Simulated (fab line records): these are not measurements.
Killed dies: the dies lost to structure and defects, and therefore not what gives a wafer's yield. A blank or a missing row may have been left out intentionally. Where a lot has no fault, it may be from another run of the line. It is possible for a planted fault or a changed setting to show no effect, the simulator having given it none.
A struck lot beside a sound one ; flow n5Finfet ; 16 out of 1938 route steps
Sound: wafers L603.1, L603.2, L603.3. The struck wafers were L620.2, L620.4, L620.5. Last of all comes the cause.
Per side, at each step with rows, come the tool, then ch with its chambers, and then its first start. Under that, the readings that differ: sound wafers ; struck wafers ; difference of the means ; sigmas: that difference in standard deviations of wafers without a fault.
alike: a reading whose means differ by less than 2 such deviations, as well as words and numbers matching on both sides. not compared: withheld readings; readings where some wafer has no value; bounds like >300 that might hide an equal value; numbers whose values overlap and for which the record gives no deviation.
Wherever a step has rows on one side only, a row that says differs or no value, or a row with sigmas, the two part there. Numbers that have no deviation but don't overlap get no sigmas and don't part them. Lack of a reading on every wafer of one side parts them only where that side has two or more wafers.

first, 2 steps without rows for these wafers: N5_BEOL_M4_SURFACE_TREAT_85; N5_BEOL_M4_CVD_47 (deposits Co from CCTBA/H2, target thk 3 nm, time 223.8 s).
N5_BEOL_M4_SPUTTER_48: material Cu, target thk 4.5 nm, time 8.29 s.
  sound on pvdSputter-03 at day 8 01:56; struck on pvdSputter-03 at day 12 08:19
  alike: chamberPressurePa, chuckGasFlowSccm, susceptorTempC, throttleValvePct
then, 1 step without rows for these wafers: N5_BEOL_M4_ANNEAL_49 (time 240 s).
N5_BEOL_M4_SPUTTER_79: material Cu, target thk 4.5 nm, time 8.29 s.
  sound on pvdSputter-03 at day 8 02:09; struck on pvdSputter-03 at day 12 08:32
  alike: chamberPressurePa, chuckGasFlowSccm, susceptorTempC, throttleValvePct
then, 2 steps without rows for these wafers: N5_BEOL_M4_ANNEAL_80 (time 240 s); N5_BEOL_M4_SPUTTER_81 (material Cu, target thk 4.5 nm, time 8.29 s).
N5_BEOL_M4_ANNEAL_82: time 240 s.
  sound on pvdSputter-03 at day 8 02:27; struck on pvdSputter-03 at day 12 08:50
  alike: heaterPowerW, susceptorTempC
then, 1 step without rows for these wafers: N5_BEOL_M4_SPUTTER_86 (material Cu, target thk 4.5 nm, time 8.29 s).
N5_BEOL_M4_ANNEAL_87: time 240 s.
  sound on pvdSputter-03 at day 8 02:40; struck on pvdSputter-03 at day 12 09:03
  alike: heaterPowerW, susceptorTempC
then, 2 steps without rows for these wafers: N5_BEOL_M4_SPUTTER_88 (material Cu, target thk 4.5 nm, time 8.29 s); N5_BEOL_M4_ANNEAL_89 (time 240 s).
N5_BEOL_M4_SPUTTER_90: material Cu, target thk 4.5 nm, time 8.29 s.
  sound on pvdSputter-03 at day 8 03:02; struck on pvdSputter-03 at day 12 09:25
  no value came back on the struck wafers for chamberPressurePa (Pa), chuckGasFlowSccm (sccm), susceptorTempC (C), throttleValvePct (%); on the sound wafers chamberPressurePa (Pa) reads 0.06985 0.06973 0.07003
N5_BEOL_M4_ANNEAL_91: time 240 s.
  sound on pvdSputter-03 at day 8 03:07; struck on pvdSputter-03 at day 12 09:29
  alike: heaterPowerW, susceptorTempC
N5_BEOL_M4_RC_MEAS_101:
  sound on prober-02 ch 0, day 8 10:08; struck on prober-01 ch 0, day 12 11:23
  alike: DIBL_N, DIBL_P, IOFF_N, IOFF_P, ION_N, ION_P, SS_N, SS_P, VT_N, VT_P
-- here the record skips 4 days between the struck wafers' starts before and after, leaving off in module BEOL_M4 and picking up in module PASSIVATION (first step shown: number 1936 of the route) --
N5_PASSIVATION_PROBE_49:
  sound on prober-02 at day 12 16:12; struck on prober-01 at day 16 19:44
  alike: defectLimitedYield, killed_at_M0_to_M3, killed_at_M4_up, killedAtContacts, killedAtFrontEnd, killedAtOther, killedDies, killedOpen, killedShort, sort_bin_5_function, sort_bin_6_memory, sortNPass, sortYieldPct

== WHERE THEY PART ==
Within this record, at N5_BEOL_M4_SPUTTER_90 only. Later steps at which nothing parts them and some readings are alike: N5_BEOL_M4_ANNEAL_91, N5_BEOL_M4_RC_MEAS_101, N5_PASSIVATION_PROBE_49.

WHY: what the simulator had put in
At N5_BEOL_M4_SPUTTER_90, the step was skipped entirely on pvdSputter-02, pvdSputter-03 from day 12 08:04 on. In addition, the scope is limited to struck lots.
